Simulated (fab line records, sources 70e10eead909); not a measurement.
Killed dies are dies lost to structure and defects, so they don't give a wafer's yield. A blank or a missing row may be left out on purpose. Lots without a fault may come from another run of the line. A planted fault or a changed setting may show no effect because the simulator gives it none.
A struck lot beside a sound one | flow nand_harc | 32 steps out of a route of 1159
Sound: wafers L843.2, L843.3, L843.4. Struck: wafers L845.1, L845.2. (L845.6 of the same lot was not struck and is left out.) The cause comes at the end.
At each step with rows: each side's tool, then ch and its chambers, then its first start. Under that, the readings that differ: sound wafers | struck wafers | difference of the means | sigmas: that difference in standard deviations of wafers without a fault.
alike: readings whose means differ by less than 2 such deviations, and words and numbers that are the same on both sides. not compared: withheld readings, readings that some wafer has no value for, bounds like >300 that may hide the same value, and numbers for which the record gives no deviation and whose values overlap.
The two part at a step that has a row with sigmas, a row that says differs or no value, or rows on one side only. Numbers that don't overlap but have no deviation are shown without sigmas and don't part them. A reading that every wafer of one side lacks parts them only if that side has two wafers or more.

first, 5 steps without rows for these wafers: NHARC_A_ONON_D1_DEP_22 (target thk 1000 nm); NHARC_A_ONON_D1_DEP_25 (target thk 1000 nm); NHARC_A_ONON_D1_DEP_28 (target thk 1000 nm); NHARC_A_ONON_D1_DEP_33 (deposits SiO2, target thk 200 nm); NHARC_A_CHANNEL_HOLE_D1_DEP_00 (deposits aC, target thk 3100 nm).
NHARC_A_CHANNEL_HOLE_D1_DEP_01: deposits SiON, target thk 140 nm.
  sound on pecvd-02 ch 0,1,2, day 8 09:09; struck on pecvd-02 ch 0,2, day 8 20:51
  alike: heater_power_w
then, 25 steps without rows for these wafers: NHARC_A_CHANNEL_HOLE_D1_DEHYDRATE_02 (time 120 s); NHARC_A_CHANNEL_HOLE_D1_HMDS_03 (time 30 s); NHARC_A_CHANNEL_HOLE_D1_COAT_36 (time 75 s); NHARC_A_CHANNEL_HOLE_D1_COAT_37 (time 65 s); NHARC_A_CHANNEL_HOLE_D1_COAT_04 (resist thk 90 nm); NHARC_A_CHANNEL_HOLE_D1_SOFTBAKE_05 (time 55 s); NHARC_A_CHANNEL_HOLE_D1_EBR_06; NHARC_A_CHANNEL_HOLE_D1_EXPOSE_07 (exposes mask HOLE D1, target cd 100 nm); NHARC_A_CHANNEL_HOLE_D1_PEB_08 (peb time 65 s); NHARC_A_CHANNEL_HOLE_D1_DEVELOP_09 (develop time 35 s); NHARC_A_CHANNEL_HOLE_D1_DESCUM_15 (chemistry O2, time 3 s); NHARC_A_CHANNEL_HOLE_D1_ETCH_38 (etches the open film in CF4, target depth 39 nm, time 65 s); NHARC_A_CHANNEL_HOLE_D1_ETCH_39 (etches the open film in N2/H2, target depth 260 nm, time 325 s); NHARC_A_CHANNEL_HOLE_D1_ETCH_34 (etches the open film in CF4/CHF3, target depth 154 nm, time 77 s); NHARC_A_CHANNEL_HOLE_D1_ETCH_16 (etches the open film in O2/COS, target depth 3100 nm, time 806 s); NHARC_A_CHANNEL_HOLE_D1_ETCH_19 (etches the open film in C4F8/O2/Ar, time 34.5 s); NHARC_A_CHANNEL_HOLE_D1_ETCH_20 (etches the open film in C4F8/O2/Ar, time 361.9 s, target depth 1600 nm); NHARC_A_CHANNEL_HOLE_D1_ETCH_21 (etches the open film in C4F8/O2/Ar, time 514.3 s, target depth 1600 nm); NHARC_A_CHANNEL_HOLE_D1_ETCH_22 (etches the open film in C4F8/O2/Ar, time 666.7 s, target depth 1600 nm); NHARC_A_CHANNEL_HOLE_D1_ETCH_23 (etches the open film in C4F8/O2/Ar, time 819 s, target depth 1600 nm); NHARC_A_CHANNEL_HOLE_D1_ETCH_24 (etches the open film in C4F8/O2/Ar, time 906.2 s, target depth 1500 nm); NHARC_A_CHANNEL_HOLE_D1_ETCH_25 (etches the open film in C4F8/O2/Ar, time 1040.2 s, target depth 1500 nm); NHARC_A_CHANNEL_HOLE_D1_ETCH_26 (etches the open film in C4F8/O2/Ar, time 224.1 s, target depth 300 nm); NHARC_A_CHANNEL_HOLE_D1_ETCH_33 (etches the open film in C4F8/O2/Ar, time 90 s, target depth 400 nm); NHARC_A_CHANNEL_HOLE_D1_STRIP_41 (strips in N2/H2).
-- the record jumps here: 11 days lie between the struck wafers' starts before and after (it left off in module A_CHANNEL_HOLE_D1 and takes up again in module END, whose first step shown is number 1159 of the route) --
NHARC_END_SORT_01:
  the record has rows for the struck wafers here (prober-02 ch 0, day 19 23:31) and none for the sound ones

WHERE THEY PART
Only at NHARC_END_SORT_01, within this record.

WHY: what the simulator had put in
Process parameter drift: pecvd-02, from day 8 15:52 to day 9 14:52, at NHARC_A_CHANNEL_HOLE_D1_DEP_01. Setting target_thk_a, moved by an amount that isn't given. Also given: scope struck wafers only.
